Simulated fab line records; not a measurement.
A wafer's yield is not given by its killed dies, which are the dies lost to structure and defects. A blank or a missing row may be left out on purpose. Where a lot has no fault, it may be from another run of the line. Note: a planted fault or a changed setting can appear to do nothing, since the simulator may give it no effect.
Struck lot and sound lot, side by side | flow n5Finfet | 38 out of 1938 route steps
Sound: the wafers L102.3, L102.4, L102.5. The struck wafers were L991.2, L991.3, L991.6. The cause is named last.
Order at every step that has rows: each side's tool, ch and its chambers, its first start. Under that, the readings that differ: sound wafers | struck wafers | difference of the means | sigmas: that difference in standard deviations of wafers without a fault.
alike: same words and numbers on both sides, and readings whose means sit less than 2 such deviations apart. not compared: any withheld reading, any reading some wafer has no value for, any bound like >300 that may hide the same value, and any number with overlapping values for which the record gives no deviation.
A row with sigmas, a row that says differs or no value, or rows on one side alone: a step with any of these is where the two part. When numbers do not overlap yet have no deviation, they are printed without sigmas and do not part them. A reading missing from all wafers of one side parts the sides only when that side holds two or more wafers.

first, 9 steps without rows for these wafers: N5_BEOL_M4_ANNEAL_95 (time 240 s); N5_BEOL_M4_SPUTTER_96 (material Cu, target thk 4.5 nm, time 8.29 s); N5_BEOL_M4_ECD_50 (material Cu, target thk 300 nm); N5_BEOL_M4_ANNEAL_51 (time 90 s); N5_BEOL_M4_CMP_52 (polishes, stops on SiOC, t overpolish 6.8 s, target thk 40 nm); N5_BEOL_M4_PRE_CLEAN_60 (time 15 s); N5_BEOL_M4_CO_CAP_55 (material Co, precursor CCTBA/H2, target thk 2 nm, time 102.1 s); N5_BEOL_M4_PRE_CLEAN_56 (time 15 s); N5_BEOL_M4_DEP_57 (deposits SiCN from 3MS/NH3, target thk 8 nm, time 14 s).
N5_BEOL_M4_RC_MEAS_101:
  sound on prober-02 ch 0, day 17 05:08; struck on prober-01 ch 0, day 13 16:00
  alike: DIBL_N, DIBL_P, IOFF_N, IOFF_P, ION_N, ION_P, SS_N, SS_P, VT_N, VT_P
then, 24 steps without rows for these wafers: N5_BEOL_M5_ILD_DEP_00 (deposits SiCOH lowk from DEMS/porogen, target thk 140.64 nm, time 25.9 s); N5_BEOL_M5_CURE_79 (cures SiCOH lowk, time 240 s); N5_BEOL_M5_PECVD_70 (deposits SiO2 from TEOS/O2, target thk 16 nm, time 18 s); N5_BEOL_M5_HM_DEP_02 (deposits TiN, target thk 20 nm); N5_BEOL_M5_COAT_59 (time 60 s, resist thk 60 nm); N5_BEOL_M5_COAT_60 (time 60 s, resist thk 12 nm); N5_BEOL_M5_COAT_71 (time 60 s, resist thk 5 nm); N5_BEOL_M5_COAT_05 (resist thk 30 nm); N5_BEOL_M5_EBR_07; N5_BEOL_M5_SOFTBAKE_06 (time 60 s); N5_BEOL_M5_EXPOSE_08 (exposes mask M5, target cd 28 nm); N5_BEOL_M5_PEB_09 (peb time 60 s); N5_BEOL_M5_DEVELOP_10 (develop time 30 s); N5_BEOL_M5_DESCUM_16 (chemistry O2, time 7 s); N5_BEOL_M5_ETCH_72 (etches underlayer in N2/H2, target depth 6.5 nm, time 5.2 s); N5_BEOL_M5_ETCH_61 (etches SiARC in CF4, target depth 15.6 nm, time 26 s); N5_BEOL_M5_ETCH_62 (etches SOC in N2/H2, target depth 75 nm, overetch 15 nm, time 112.5 s); N5_BEOL_M5_STRIP_63 (strips in N2/H2); N5_BEOL_M5_STRIP_73 (strips in N2/H2); N5_BEOL_M5_STRIP_64 (strips in CF4); N5_BEOL_M5_HM_OPEN_17 (chemistry Cl2/BCl3, target TiN, target depth 20 nm, overetch 6 nm); N5_BEOL_M5_STRIP_19 (strips in O2); N5_BEOL_M5_COAT_65 (time 60 s, resist thk 60 nm); N5_BEOL_M5_COAT_66 (time 60 s, resist thk 12 nm).
N5_BEOL_M6_TRENCH_ETCH_37: etches SiCOH lowk in C4F6/O2, target depth 94.435 nm, time 31.5 s.
  sound on rieDiel-04 ch 0,1,2, day 17 21:37; struck on rieDiel-01 ch 1,3, day 14 18:46
  no value came back on the struck wafers for any of 8 readings (C4F6_flow_sccm (sccm), O2_flow_sccm (sccm) and others); on the sound wafers C4F6_flow_sccm (sccm) reads 10.04 10.00 9.93
reading                                   | sound      | struck       | difference | sigmas
model.TiN_of_BEOL_M6_HM_DEP_02.thkNm (nm) | 17.2 17 17 | 20.2 19.8 20 | +2.9       | 
  not compared: rfHoursCounterH
N5_BEOL_M6_OCD_MEAS_38:
  struck on ocd-01, day 14 18:56; sound on ocd-01, day 17 21:46
reading            | sound          | struck  | difference | sigmas
trenchDepthNm (nm) | 95.0 95.3 95.5 | 0.6 0 0 | -95.1      | -43
N5_BEOL_M6_CMP_52: polishes, stops on SiCOH lowk, t overpolish 6.9 s, target thk 80 nm.
  sound on cmp-02 ch 0,1,3, day 18 01:53; struck on cmp-04 ch 0,2, day 14 22:46
reading                               | sound        | struck    | difference | sigmas
model.Cu_of_BEOL_M6_ECD_50.thkNm (nm) | 81 80.8 83.2 | 2.4 0.6 0 | -80.7      | 
  alike: motorCurrentA, retainingRingPressureFrac
-- the record jumps here: 4 days lie between the struck wafers' starts before and after (it left off in module BEOL_M6 and takes up again in module PASSIVATION, whose first step shown is number 1936 of the route) --
N5_PASSIVATION_PROBE_49:
  struck on prober-01, day 19 03:35; sound on prober-02, day 21 16:16
reading                 | sound          | struck         | difference | sigmas
defectLimitedYield (%)  | 91.1 92.3 90.2 | 0 0 0          | -91        | -57
killed_at_M4_up         | 18 10 13       | 1049 1076 1071 | +1052      | +99 or more
killedDies              | 105 91 116     | 1180 1180 1180 | +1076      | +57
killedOnRim             | 14 18 18       | 152 152 152    | +135       | +31
sort_bin_5_function (%) | 5.0 4.4 5.6    | 93.7 95.9 95.7 | +90.1      | +90
sortNPass               | 1075 1089 1064 | 0 0 0          | -1076      | -54
sortYieldPct (%)        | 91.1 92.3 90.2 | 0 0 0          | -91        | -54
  alike: killed_at_M0_to_M3, killedAtContacts, killedAtFrontEnd, killedAtOther, killedOpen, killedShort, sort_bin_6_memory, sort_bin_8_speed

WHERE THEY PART
Earliest at N5_BEOL_M6_TRENCH_ETCH_37; latest, in this record, at N5_PASSIVATION_PROBE_49.

WHY: whatever the simulator had introduced
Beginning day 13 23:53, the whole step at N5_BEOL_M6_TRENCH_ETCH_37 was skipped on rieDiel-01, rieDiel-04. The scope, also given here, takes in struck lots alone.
